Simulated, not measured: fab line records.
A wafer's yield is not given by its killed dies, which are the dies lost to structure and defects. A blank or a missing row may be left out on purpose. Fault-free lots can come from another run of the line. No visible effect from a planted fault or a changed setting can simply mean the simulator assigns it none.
A single fault, viewed from 2 desks -- flow n5 finfet -- numbers are kept per desk, each desk with only its own; the story behind them comes last

== THE METROLOGY DESK ==
What the gauges read, lot by lot, whatever tool the lot ran on: means of the sampled wafers that have a number. Marked OUT: a lot whose mean sits more than 4 standard deviations from the usual mean, which makes it out of limits; the brackets give that distance. Shown here are 7 of its 12 readings, the ones lying furthest out on some lot.
Columns: A = DIBL_N at N5_BEOL_M4_RC_MEAS_101, usual 35.9 mV/V; B = DIBL_P at N5_BEOL_M4_RC_MEAS_101, usual 35.9 mV/V; C = IOFF_P at N5_BEOL_M4_RC_MEAS_101, usual 0.21 nA/um; D = ION_N at N5_BEOL_M4_RC_MEAS_101, usual 672 uA/um; E = SS_P at N5_BEOL_M4_RC_MEAS_101, usual 73.2 mV/dec; F = VT_N at N5_BEOL_M4_RC_MEAS_101, usual 249.3 mV; G = VT_P at N5_BEOL_M4_RC_MEAS_101, usual -250 mV
lot,first seen here,A,B,C,D,E,F,G
L659,day 8 04:35,35.8,35.4,0.21,663,73.5,250.6,-249
L662,day 9 12:06,34.3,34.9,0.18,670,72.9,249.5,-254
L672,day 11 14:06,36.4,36.0,0.24,683,73.5,246.4,-246
L675,day 11 20:38,36.8,36.4,0.26,677,73.4,247.4,-246
L676,day 12 12:05,35.4,35.6,0.19,661,72.4,249.6,-249
L680,day 13 21:20,34.7,35.9,0.20,684,72.9,248.1,-252
L681,day 14 03:57,37.7,38.9,0.23,670,74.1,250.0,-251
Finding of this desk: none of the 7 lots has anything out of limits.

== THE TOOL OWNER'S DESK: pecvd-04 ==
The tool's own readings at N5_BEOL_M4_DEP_57 (deposits SiCN from 3MS/NH3, target thk 8 nm, time 14 s): means of the sampled wafers that have a number, for each lot that ran on this tool. Marked OUT: a lot whose mean sits more than 4 standard deviations from the usual mean, which makes it out of limits; the brackets give that distance.
Columns: A = showerhead plenum p Torr at N5_BEOL_M4_DEP_57, usual 3.659 Torr; B = throttle valve pct at N5_BEOL_M4_DEP_57, usual 9.08 %
lot,first seen here,A,B
L662,day 9 12:18,3.647,9.30
L672,day 11 14:19,3.640,9.12
L675,day 11 20:49,3.649,8.94
L676,day 12 12:17,3.652,8.99
Finding of this desk: none of the 4 lots has anything out of limits.

== ALL TOGETHER ==
The metrology desk saw nothing out of limits.
The desk of the tool owner found nothing out of limits.

== WHAT WAS PUT IN BY THE SIMULATOR ==
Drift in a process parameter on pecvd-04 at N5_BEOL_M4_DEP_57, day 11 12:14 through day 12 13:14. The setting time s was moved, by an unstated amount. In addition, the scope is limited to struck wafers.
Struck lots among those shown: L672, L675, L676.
